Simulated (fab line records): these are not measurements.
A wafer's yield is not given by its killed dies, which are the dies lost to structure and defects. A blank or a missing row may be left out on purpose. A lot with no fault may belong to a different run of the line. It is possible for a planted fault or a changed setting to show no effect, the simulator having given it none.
Which tool is to blame? :: flow n5-finfet :: Sampling: 12 lots, 36 wafers, 3 of 1938 route steps

## WHAT THE GAUGES READ, wafer by wafer
N5_BEOL_M8_THK_MEAS_01.
lot: L075
measured: day 9 16:37
on: film-metro-02
M8_ILD_THK (nm): 155.1 154.7 156.5

lot: L076
measured: day 10 00:40
on: film-metro-01
M8_ILD_THK (nm): 151.2 151.6 154.2

lot: L078
measured: day 10 14:38
on: film-metro-01
M8_ILD_THK (nm): 154.8 155.4 153.9

lot: L081
measured: day 11 02:38
on: film-metro-01
M8_ILD_THK (nm): 154.1 154.6 156.5

lot: L083
measured: day 12 00:24
on: film-metro-01
M8_ILD_THK (nm): 151.6 157.4 155.9

lot: L085
measured: day 12 14:49
on: film-metro-01
M8_ILD_THK (nm): 155.8 153.7 156.2

lot: L087
measured: day 13 00:00
on: film-metro-01
M8_ILD_THK (nm): 151.8 154.8 154.4

lot: L089
measured: day 13 00:35
on: film-metro-01
M8_ILD_THK (nm): 153.8 156.1 156.0

lot: L093
measured: day 14 00:50
on: film-metro-02
M8_ILD_THK (nm): 150.9 155.7 153.6

lot: L094
measured: day 14 13:53
on: film-metro-02
M8_ILD_THK (nm): 150.9 152.3 153.5

lot: L096
measured: day 14 23:57
on: film-metro-01
M8_ILD_THK (nm): 155.3 157.9 158.0

lot: L091
measured: day 15 17:23
on: film-metro-01
M8_ILD_THK (nm): 155.1 157.6 156.9

## WHICH TOOL RAN EACH LOT (tool, then ch and the chambers of the sampled wafers, then the start)
lot: L075
N5_BEOL_M7_ANNEAL_51: rtp-anneal-02 ch 0, day 9 15:16
N5_BEOL_M7_DEP_56: pecvd-02 ch 0,1,2, day 9 15:53

lot: L076
N5_BEOL_M7_ANNEAL_51: rtp-anneal-02 ch 0, day 9 23:19
N5_BEOL_M7_DEP_56: pecvd-02 ch 0,2, day 9 23:58

lot: L078
N5_BEOL_M7_ANNEAL_51: rtp-anneal-01 ch 0, day 10 13:21
N5_BEOL_M7_DEP_56: pecvd-02 ch 0,1,2, day 10 13:55

lot: L081
N5_BEOL_M7_ANNEAL_51: rtp-anneal-01 ch 0, day 11 01:16
N5_BEOL_M7_DEP_56: pecvd-03 ch 1,2, day 11 01:55

lot: L083
N5_BEOL_M7_ANNEAL_51: rtp-anneal-01 ch 0, day 11 23:00
N5_BEOL_M7_DEP_56: pecvd-01 ch 0,2, day 11 23:41

lot: L085
N5_BEOL_M7_ANNEAL_51: rtp-anneal-02 ch 0, day 12 13:30
N5_BEOL_M7_DEP_56: pecvd-02 ch 0,2, day 12 14:07

lot: L087
N5_BEOL_M7_ANNEAL_51: rtp-anneal-02 ch 0, day 12 22:38
N5_BEOL_M7_DEP_56: pecvd-01 ch 0,1, day 12 23:17

lot: L089
N5_BEOL_M7_ANNEAL_51: rtp-anneal-02 ch 0, day 12 23:13
N5_BEOL_M7_DEP_56: pecvd-03 ch 0,2, day 12 23:53

lot: L093
N5_BEOL_M7_ANNEAL_51: rtp-anneal-02 ch 0, day 13 23:33
N5_BEOL_M7_DEP_56: pecvd-01 ch 0,1,2, day 14 00:07

lot: L094
N5_BEOL_M7_ANNEAL_51: rtp-anneal-01 ch 0, day 14 12:34
N5_BEOL_M7_DEP_56: pecvd-03 ch 1,2, day 14 13:11

lot: L096
N5_BEOL_M7_ANNEAL_51: rtp-anneal-02 ch 0, day 14 22:38
N5_BEOL_M7_DEP_56: pecvd-03 ch 0,1, day 14 23:14

lot: L091
N5_BEOL_M7_ANNEAL_51: rtp-anneal-01 ch 0, day 15 16:05
N5_BEOL_M7_DEP_56: pecvd-03 ch 0,1,2, day 15 16:40
- N5_BEOL_M7_ANNEAL_51: time 90 s.
- N5_BEOL_M7_DEP_56: deposits SiCN from 3MS/NH3, target thk 10 nm, time 17.5 s.

## THE ANSWER, worked out from the rows above alone
Rule: usual is defined by the lots themselves. Put in order of their means at a reading, lots are off if they are a third of the lots or fewer, leave a main group of 4 or more, and stand apart from it by a gap of 3 or more times the standard deviation of the main group's means; of several such gaps the widest counts. A main group is skipped when, at the precision printed for the reading in the tables above, its means are all equal. A lot without any number at a reading at which 4 lots or more have one is off too. Any other lot the step has rows for is counted as sound.
None of the lots is off at any reading shown; this tells nothing.

## WHAT THE SIMULATOR PUT IN
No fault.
